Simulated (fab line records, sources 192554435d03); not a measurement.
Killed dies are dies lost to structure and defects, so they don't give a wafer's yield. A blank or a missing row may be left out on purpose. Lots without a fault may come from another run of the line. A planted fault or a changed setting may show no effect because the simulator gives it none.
fab line records | flow n5_finfet
record lots=7 wafers=21
route steps=1938 shown BEOL_M1@761 BEOL_M3@936 BEOL_M4@1021
start_h: hours from the record's first day to the start of the lot's first wafer shown | wait_h: hours since the lot's step before | " the same as in the row above | L1.1+2: a row that stands for several wafers | - no value, or no start given | * or withheld: withheld | < > ~ a bound
route shown NAME@n: a module of which the file shows steps, and the number in the route of the first | usual: mean/standard deviation of fault-free wafers | same: alike in all rows | chamber/n: place in a boat | sites: the reading at each site | _std_site: their standard deviation | _edge_site: outer sites' mean less inner sites' | radius_mm: how far each site lies from the wafer's centre | mask NAME#n: copy n | behind: the tool/chamber that last shaped the wafer | hold: why the lot was held/for how many hours/how that ended | device: the transistor (n, p or np) that didn't switch | end of line: the same wafers' tests at the end of the route | a step without rows: its recipe alone | killed: dies lost to structure and defects at the first sort, not the wafer's yield | map: a wafer's dies, x killed, . not, _ none there
set.NAME: the setting as run; set.NAME@STEP: as run at that earlier step | model.NAME: the simulator's own value behind a step, which no gauge read
lots whose settings were changed on purpose; a table a step, a row a wafer
## steps
# step N5_BEOL_M1_EXPOSE_08
# recipe mask_id=M1 na=0.33 source_shape=dipole sigma_inner=0.369 sigma_outer=0.767 polarization=unpolarized dose_mj=33
# columns lot.wafer tool chamber start_h wait_h mask set.dose_mj
L078.2+4+5 euv_scanner-02 0 149.39 - M1#0 33
L080.2+3 euv_scanner-01 0 158.65 - M1#0 33
L080.6 " 0 " " M1#0 31.59
L083.2+4+5 euv_scanner-02 0 173.47 - M1#0 33
L085.1+4 euv_scanner-01 0 187.31 - M1#0 31.48
L085.6 " 0 " " M1#0 33
L086.4 euv_scanner-02 0 195.13 - M1#0 34.3
L086.5+6 " 0 " " M1#0 33
L091.3 euv_scanner-01 0 226.50 - M1#0 33
L091.4+6 " 0 " " M1#0 31.89
L095.1+2+3 euv_scanner-01 0 250.16 - M1#0 33
# step N5_BEOL_M1_PEB_09
# recipe peb_temp_c=100 peb_time_s=60 resist=CAR-EUV
# step N5_BEOL_M1_DEVELOP_10
# recipe develop_time_s=30 developer=TMAH resist=CAR-EUV rinse_liquid=surfactant_rinse dry=air_spin dev_temp_c=23
# step N5_BEOL_M1_CD_MEAS_11
# recipe target_cd_nm=17.05 landing_energy_ev=500 detector=se_inlens polarity=opening
# usual cd_nm=16.97/0.25
# columns lot.wafer tool chamber start_h wait_h set.dose_mj@BEOL_M1_EXPOSE_08 cd_nm
L078.2 cd_sem-02 0 149.51 - 33 17.52
L078.4 " 0 " " 33 17.29
L078.5 " 0 " " 33 17.11
L080.2 cd_sem-01 0 158.77 - 33 17.19
L080.3 " 0 " " 33 16.89
L080.6 " 0 " " 31.59 16.14
L083.2 cd_sem-01 0 173.59 - 33 17.01
L083.4 " 0 " " 33 17.12
L083.5 " 0 " " 33 16.94
L085.1 cd_sem-02 0 187.43 - 31.48 16.39
L085.4 " 0 " " 31.48 15.96
L085.6 " 0 " " 33 17.08
L086.4 cd_sem-02 0 195.24 - 34.3 17.88
L086.5 " 0 " " 33 17.11
L086.6 " 0 " " 33 16.90
L091.3 cd_sem-03 0 226.62 - 33 16.87
L091.4 " 0 " " 31.89 16.10
L091.6 " 0 " " 31.89 16.26
L095.1 cd_sem-01 0 250.29 - 33 17.09
L095.2 " 0 " " 33 17.03
L095.3 " 0 " " 33 16.91
# step N5_BEOL_M1_DESCUM_16
# recipe chemistry=O2 time_s=7 source_power_w=50 bias_power_w=20 pressure_mtorr=20 rf_frequency_hz=2.712e+07 temp_c=40 resist=CAR-EUV o2_flow_sccm=225
# step N5_BEOL_M1_ETCH_74
# recipe chemistry=N2/H2 target=underlayer target_depth_a=65 mask_material=CAR-EUV time_s=5.2 ion_energy_ev=200 pressure_mtorr=30 source_w=840 bias_w=150 n2_flow_sccm=200 h2_flow_sccm=200 ends=cleared
# columns lot.wafer tool chamber start_h wait_h set.dose_mj@BEOL_M1_EXPOSE_08 model.BEOL_M1.cd_offset_nm
L078.2+4 rie_diel-04 0,2 149.67 0.0 33 0.2
L078.5 " 1 " " 33 0
L080.2+3 rie_diel-01 3,1 158.93 0.0 33 0
L080.6 " 3 " " 31.59 -1
L083.2+4 rie_diel-04 3,2 173.75 0.0 33 0
L083.5 " 1 " " 33 -0.2
L085.1 rie_diel-05 0 188.17 0.0 31.48 -1
L085.4 " 3 " " 31.48 -1.2
L085.6 " 2 " " 33 -0.2
L086.4 rie_diel-05 3 195.52 0.0 34.3 0.8
L086.5 " 2 " " 33 0
L086.6 " 1 " " 33 -0.2
L091.3 rie_diel-04 2 226.77 0.0 33 0
L091.4 " 1 " " 31.89 -1
L091.6 " 0 " " 31.89 -0.8
L095.1+3 rie_diel-04 3,2 250.45 0.0 33 0
L095.2 " 1 " " 33 0.2
# step N5_BEOL_M1_ETCH_63
# recipe chemistry=CF4 target=SiARC target_depth_a=156 mask_material=CAR-EUV time_s=26 ion_energy_ev=80 pressure_mtorr=40 source_w=545 bias_w=36 Ar_flow_sccm=100 cf4_flow_sccm=100 ends=cleared
# columns lot.wafer tool chamber start_h wait_h set.dose_mj@BEOL_M1_EXPOSE_08 model.BEOL_M1.cd_offset_nm
L078.2+4 rie_diel-04 0,2 149.68 0.0 33 0.2
L078.5 " 1 " " 33 0
L080.2 rie_diel-01 3 158.94 0.0 33 0
L080.3 " 1 " " 33 0.2
L080.6 " 3 " " 31.59 -1
L083.2+5 rie_diel-04 3,1 173.77 0.0 33 -0.2
L083.4 " 2 " " 33 0
L085.1 rie_diel-05 0 188.18 0.0 31.48 -1
L085.4 " 3 " " 31.48 -1.2
L085.6 " 2 " " 33 -0.2
L086.4 rie_diel-05 3 195.54 0.0 34.3 0.8
L086.5 " 2 " " 33 0.2
L086.6 " 1 " " 33 -0.2
L091.3 rie_diel-04 2 226.79 0.0 33 -0.2
L091.4+6 " 1,0 " " 31.89 -0.8
L095.1+3 rie_diel-04 3,2 250.46 0.0 33 0
L095.2 " 1 " " 33 0.2
# step N5_BEOL_M1_ETCH_64
# recipe chemistry=N2/H2 target=SOC target_depth_a=750 overetch_a=150 mask_material=SiARC temp_c=40 time_s=112.5 ion_energy_ev=200 pressure_mtorr=30 source_w=840 bias_w=150 n2_flow_sccm=200 h2_flow_sccm=200
# usual rf_vpp_V=524.0/2.3
# columns lot.wafer tool chamber start_h wait_h set.source_w set.dose_mj@BEOL_M1_EXPOSE_08 rf_vpp_V model.BEOL_M1.cd_offset_nm
L078.2 rie_diel-04 0 149.71 0.0 840 33 526.1 0.4
L078.4 " 2 " " 954.9 33 499.9 0.6
L078.5 " 1 " " 840 33 526.1 0
L080.2 rie_diel-01 3 158.97 0.0 723.6 33 550.8 -0.2
L080.3 " 1 " " 723.6 33 551.1 0.2
L080.6 " 3 " " 723.6 31.59 551.7 -1.2
L083.2 rie_diel-04 3 173.79 0.0 760.6 33 544.0 -0.4
L083.4 " 2 " " 840 33 521.8 0
L083.5 " 1 " " 840 33 524.6 -0.2
L085.1 rie_diel-05 0 188.21 0.0 840 31.48 527.8 -1
L085.4 " 3 " " 955.1 31.48 502.7 -0.8
L085.6 " 2 " " 955.1 33 501.3 0.2
L086.4 rie_diel-05 3 195.57 0.0 970.4 34.3 500.6 1
L086.5 " 2 " " 840 33 523.3 0
L086.6 " 1 " " 840 33 521.4 -0.4
L091.3 rie_diel-04 2 226.82 0.0 940.8 33 502.1 0
L091.4 " 1 " " 940.8 31.89 504.7 -0.6
L091.6 " 0 " " 840 31.89 526.7 -0.6
L095.1 rie_diel-04 3 250.49 0.0 840 33 527.1 0
L095.2 " 1 " " 840 33 523.2 0.2
L095.3 " 2 " " 840 33 521.0 0
# step N5_BEOL_M3_COAT_62
# recipe resist=SiARC temp_c=220 time_s=60 spin_rpm=1500 resist_thk_nm=12
# columns lot.wafer tool chamber start_h wait_h set.spin_rpm model.SiARC_of_BEOL_M3_COAT_62.thk_nm
L078.2+4+5 litho_track-02 0 - - 1500 12
L080.2+3+6 litho_track-02 0 - - 1500 12
L083.2+5 litho_track-02 0 - - 1344 12.6
L083.4 " 0 " " 1500 12
L085.1 litho_track-04 0 - - 1500 12
L085.4+6 " 0 " " 1389 12.4
L086.4+6 litho_track-02 0 - - 1557 11.8
L086.5 " 0 " " 1500 12
L091.3+6 litho_track-02 0 - - 1500 12
L091.4 " 0 " " 1618 11.6
L095.1+2+3 litho_track-03 0 - - 1500 12
# step N5_BEOL_M3_EXPOSE_08
# recipe mask_id=M3 na=0.33 source_shape=dipole sigma_inner=0.369 sigma_outer=0.767 polarization=unpolarized dose_mj=33
# columns lot.wafer tool chamber start_h wait_h mask set.dose_mj
L078.2+4+5 euv_scanner-02 0 168.34 - M3#0 33
L080.2 euv_scanner-02 0 186.97 - M3#0 31.84
L080.3+6 " 0 " " M3#0 33
L083.2+5 euv_scanner-02 0 205.83 - M3#0 34.61
L083.4 " 0 " " M3#0 33
L085.1+4+6 euv_scanner-02 0 210.17 - M3#0 33
L086.4+6 euv_scanner-02 0 216.90 - M3#0 34.61
L086.5 " 0 " " M3#0 33
L091.3+4 euv_scanner-02 0 243.01 - M3#0 33
L091.6 " 0 " " M3#0 34.55
L095.1+2+3 euv_scanner-02 0 276.47 - M3#0 33
# step N5_BEOL_M3_PEB_09
# recipe peb_temp_c=100 peb_time_s=60 resist=CAR-EUV
# step N5_BEOL_M3_DEVELOP_10
# recipe develop_time_s=30 developer=TMAH resist=CAR-EUV rinse_liquid=surfactant_rinse dry=air_spin dev_temp_c=23
# step N5_BEOL_M3_DESCUM_16
# recipe chemistry=O2 time_s=7 source_power_w=50 bias_power_w=20 pressure_mtorr=20 rf_frequency_hz=2.712e+07 temp_c=40 resist=CAR-EUV o2_flow_sccm=225
# step N5_BEOL_M3_ETCH_74
# recipe chemistry=N2/H2 target=underlayer target_depth_a=65 mask_material=CAR-EUV time_s=5.2 ion_energy_ev=200 pressure_mtorr=30 source_w=840 bias_w=150 n2_flow_sccm=200 h2_flow_sccm=200 ends=cleared
# columns lot.wafer tool chamber start_h wait_h set.dose_mj@BEOL_M3_EXPOSE_08 model.BEOL_M3.cd_offset_nm
L078.2 rie_diel-05 1 168.62 0.0 33 -0.4
L078.4 " 0 " " 33 -0.2
L078.5 " 2 " " 33 0
L080.2 rie_diel-04 0 188.03 0.0 31.84 -0.8
L080.3+6 " 3 " " 33 0
L083.2 rie_diel-04 2 206.11 0.0 34.61 0.4
L083.4 " 0 " " 33 -0.4
L083.5 " 2 " " 34.61 0.8
L085.1+6 rie_diel-01 2,1 210.45 0.0 33 -0.2
L085.4 " 3 " " 33 0
L086.4 rie_diel-04 2 217.62 0.0 34.61 0.8
L086.5 " 0 " " 33 0
L086.6 " 1 " " 34.61 1.2
L091.3+4 rie_diel-05 3,2 243.28 0.0 33 0
L091.6 " 2 " " 34.55 0.8
L095.1 rie_diel-04 0 276.88 0.0 33 -0.4
L095.2 " 1 " " 33 0
L095.3 " 3 " " 33 -0.2
# step N5_BEOL_M3_ETCH_63
# recipe chemistry=CF4 target=SiARC target_depth_a=156 mask_material=CAR-EUV time_s=26 ion_energy_ev=80 pressure_mtorr=40 source_w=545 bias_w=36 Ar_flow_sccm=100 cf4_flow_sccm=100 ends=cleared
# columns lot.wafer tool chamber start_h wait_h set.spin_rpm@BEOL_M3_COAT_62 model.etch.depth_nm model.CAR-EUV_of_BEOL_M3_COAT_05.thk_nm
L078.2 rie_diel-05 1 168.64 0.0 1500 12.03 11.2
L078.4 " 0 " " 1500 12.03 11.4
L078.5 " 2 " " 1500 12.02 11.2
L080.2 rie_diel-04 0 188.04 0.0 1500 12.02 11.2
L080.3 " 3 " " 1500 12.02 11
L080.6 " 3 " " 1500 12.01 11
L083.2 rie_diel-04 2 206.12 0.0 1344 12.66 10.6
L083.4 " 0 " " 1500 12.01 11.2
L083.5 " 2 " " 1344 12.68 10.6
L085.1 rie_diel-01 2 210.47 0.0 1500 11.95 11.2
L085.4 " 3 " " 1389 12.45 10.6
L085.6 " 1 " " 1389 12.47 10.8
L086.4 rie_diel-04 2 217.64 0.0 1557 11.85 11.2
L086.5 " 0 " " 1500 12.09 11.2
L086.6 " 1 " " 1557 11.83 11.2
L091.3 rie_diel-05 3 243.30 0.0 1500 12.01 11.2
L091.4 " 2 " " 1618 11.53 11.6
L091.6 " 2 " " 1500 11.97 11.2
L095.1 rie_diel-04 0 276.90 0.0 1500 11.98 11
L095.2 " 1 " " 1500 11.93 11
L095.3 " 3 " " 1500 11.99 11
# step N5_BEOL_M3_ETCH_64
# recipe chemistry=N2/H2 target=SOC target_depth_a=750 overetch_a=150 mask_material=SiARC temp_c=40 time_s=112.5 ion_energy_ev=200 pressure_mtorr=30 source_w=840 bias_w=150 n2_flow_sccm=200 h2_flow_sccm=200
# columns lot.wafer tool chamber start_h wait_h set.dose_mj@BEOL_M3_EXPOSE_08 model.BEOL_M3.cd_offset_nm
L078.2 rie_diel-05 1 168.66 0.0 33 -0.6
L078.4+5 " 0,2 " " 33 -0.2
L080.2 rie_diel-04 0 188.07 0.0 31.84 -1
L080.3+6 " 3 " " 33 0
L083.2 rie_diel-04 2 206.15 0.0 34.61 0.6
L083.4 " 0 " " 33 -0.2
L083.5 " 2 " " 34.61 1
L085.1 rie_diel-01 2 210.50 0.0 33 -0.4
L085.4 " 3 " " 33 0
L085.6 " 1 " " 33 -0.2
L086.4 rie_diel-04 2 217.71 0.1 34.61 0.8
L086.5 " 0 " " 33 0
L086.6 " 1 " " 34.61 1
L091.3 rie_diel-05 3 243.32 0.0 33 0
L091.4 " 2 " " 33 -0.2
L091.6 " 2 " " 34.55 0.8
L095.1+3 rie_diel-04 0,3 276.93 0.0 33 -0.2
L095.2 " 1 " " 33 0.2
# step N5_BEOL_M3_STRIP_65
# recipe chemistry=N2/H2 temp_c=40 n2_flow_sccm=200 h2_flow_sccm=200 rf_frequency_hz=6e+07
# step N5_BEOL_M3_STRIP_75
# recipe chemistry=N2/H2 temp_c=40 n2_flow_sccm=200 h2_flow_sccm=200 rf_frequency_hz=6e+07
# step N5_BEOL_M3_STRIP_66
# recipe chemistry=CF4 resist=SiARC power_w=300 bias_power_w=75 pressure_mtorr=50 cf4_flow_sccm=150 rf_frequency_hz=6e+07
# step N5_BEOL_M3_HM_OPEN_17
# recipe chemistry=Cl2/BCl3 target_depth_a=200 overetch_a=60 target=TiN mask_material=SOC ion_energy_ev=150 pressure_mtorr=10 icp_w=1000 bias_w=126 Cl2_flow_sccm=53.25 bcl3_flow_sccm=21.75 Ar_flow_sccm=25
# columns lot.wafer tool chamber start_h wait_h set.dose_mj@BEOL_M3_EXPOSE_08 model.BEOL_M3.cd_offset_nm
L078.2 rie_metal-03 1 168.83 0.0 33 -0.6
L078.4+5 " 1 " " 33 -0.2
L080.2 rie_metal-01 0 188.27 0.1 31.84 -0.8
L080.3 " 0 " " 33 0
L080.6 " 0 " " 33 0.2
L083.2 rie_metal-01 1 206.32 0.0 34.61 0.6
L083.4 " 0 " " 33 0
L083.5 " 0 " " 34.61 1
L085.1 rie_metal-01 1 210.67 0.0 33 -0.4
L085.4+6 " 1,0 " " 33 0
L086.4 rie_metal-01 1 217.86 0.1 34.61 0.8
L086.5 " 0 " " 33 0.2
L086.6 " 1 " " 34.61 1
L091.3 rie_metal-03 1 243.52 0.1 33 0
L091.4 " 0 " " 33 -0.2
L091.6 " 1 " " 34.55 0.8
L095.1+3 rie_metal-01 1 277.09 0.0 33 0
L095.2 " 0 " " 33 0.4
# step N5_BEOL_M4_ILD_DEP_00
# recipe material=SiOC target_thk_a=790 temp_c=350 precursor=DEMS/O2 pressure_torr=5 rf_w=500 time_s=15.3
# columns lot.wafer tool chamber start_h wait_h set.time_s model.SiOC_of_BEOL_M4_ILD_DEP_00.thk_nm
L078.2 pecvd-01 0 191.63 0.0 13.72 69.6
L078.4 " 1 " " 13.72 71.4
L078.5 " 0 " " 13.72 71
L080.2 pecvd-02 0 196.22 0.0 15.88 81.2
L080.3 " 2 " " 15.3 78.4
L080.6 " 0 " " 15.88 83
L083.2 pecvd-02 0 221.05 0.0 15.3 79
L083.4 " 2 " " 15.3 81
L083.5 " 0 " " 15.3 81.4
L085.1 pecvd-01 1 225.97 0.0 15.3 79
L085.4 " 1 " " 13.59 71.6
L085.6 " 2 " " 15.3 80.2
L086.4 pecvd-01 0 227.38 0.1 16.35 84.2
L086.5 " 1 " " 15.3 80.6
L086.6 " 2 " " 15.3 79.6
L091.3 pecvd-02 2 263.35 0.0 16.02 81.8
L091.4 " 2 " " 15.3 81.2
L091.6 " 0 " " 15.3 79.8
L095.1 pecvd-02 2 285.99 0.0 15.3 79.4
L095.2 " 0 " " 15.3 79.2
L095.3 " 1 " " 15.3 79.8
# step N5_BEOL_M4_THK_MEAS_01
# recipe reads=SiOC_of_BEOL_M4_ILD_DEP_00
# usual M4_ILD_THK=79.1/0.9
# columns lot.wafer tool chamber start_h wait_h set.time_s@BEOL_M4_ILD_DEP_00 M4_ILD_THK[nm]
L078.2 film_metro-02 - 191.70 0.1 13.72 69.6
L078.4 " - " " 13.72 71.4
L078.5 " - " " 13.72 71.0
L080.2 film_metro-02 - 196.29 0.1 15.88 81.2
L080.3 " - " " 15.3 78.5
L080.6 " - " " 15.88 82.9
L083.2 film_metro-01 - 221.12 0.1 15.3 78.9
L083.4 " - " " 15.3 81.0
L083.5 " - " " 15.3 81.5
L085.1 film_metro-02 - 226.03 0.0 15.3 78.9
L085.4 " - " " 13.59 71.5
L085.6 " - " " 15.3 80.1
L086.4 film_metro-02 - 227.44 0.0 16.35 84.2
L086.5 " - " " 15.3 80.5
L086.6 " - " " 15.3 79.5
L091.3 film_metro-01 - 263.42 0.1 16.02 81.8
L091.4 " - " " 15.3 81.1
L091.6 " - " " 15.3 79.9
L095.1 film_metro-02 - 286.06 0.0 15.3 79.3
L095.2 " - " " 15.3 79.1
L095.3 " - " " 15.3 79.9
## key
split step=N5_BEOL_M1_EXPOSE_08 setting=dose_mj stated=33 by=wafer
response step=N5_BEOL_M1_CD_MEAS_11 reading=cd_nm change=+0.208 per=1% r=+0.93
response step=N5_BEOL_M1_ETCH_74 reading=model.BEOL_M1.cd_offset_nm change=+0.226 per=1% r=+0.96
response step=N5_BEOL_M1_ETCH_63 reading=model.BEOL_M1.cd_offset_nm change=+0.211 per=1% r=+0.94
response step=N5_BEOL_M1_ETCH_64 reading=model.BEOL_M1.cd_offset_nm change=+0.255 per=1% r=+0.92
split step=N5_BEOL_M1_ETCH_64 setting=source_w stated=840 by=wafer
response step=N5_BEOL_M1_ETCH_64 reading=rf_vpp_V change=-1.8 per=1% r=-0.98
split step=N5_BEOL_M3_COAT_62 setting=spin_rpm stated=1500 by=wafer
response step=N5_BEOL_M3_COAT_62 reading=model.SiARC_of_BEOL_M3_COAT_62.thk_nm change=-0.0548 per=1% r=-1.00
response step=N5_BEOL_M3_ETCH_63 reading=model.etch.depth_nm change=-0.0637 per=1% r=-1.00
response step=N5_BEOL_M3_ETCH_63 reading=model.CAR-EUV_of_BEOL_M3_COAT_05.thk_nm change=+0.0547 per=1% r=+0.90
split step=N5_BEOL_M3_EXPOSE_08 setting=dose_mj stated=33 by=wafer
response step=N5_BEOL_M3_ETCH_74 reading=model.BEOL_M3.cd_offset_nm change=+0.199 per=1% r=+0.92
response step=N5_BEOL_M3_ETCH_64 reading=model.BEOL_M3.cd_offset_nm change=+0.207 per=1% r=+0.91
response step=N5_BEOL_M3_HM_OPEN_17 reading=model.BEOL_M3.cd_offset_nm change=+0.179 per=1% r=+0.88
split step=N5_BEOL_M4_ILD_DEP_00 setting=time_s stated=15.3 by=wafer
response step=N5_BEOL_M4_ILD_DEP_00 reading=model.SiOC_of_BEOL_M4_ILD_DEP_00.thk_nm change=+0.66 per=1% r=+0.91
response step=N5_BEOL_M4_THK_MEAS_01 reading=M4_ILD_THK change=+0.662 per=1% r=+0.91
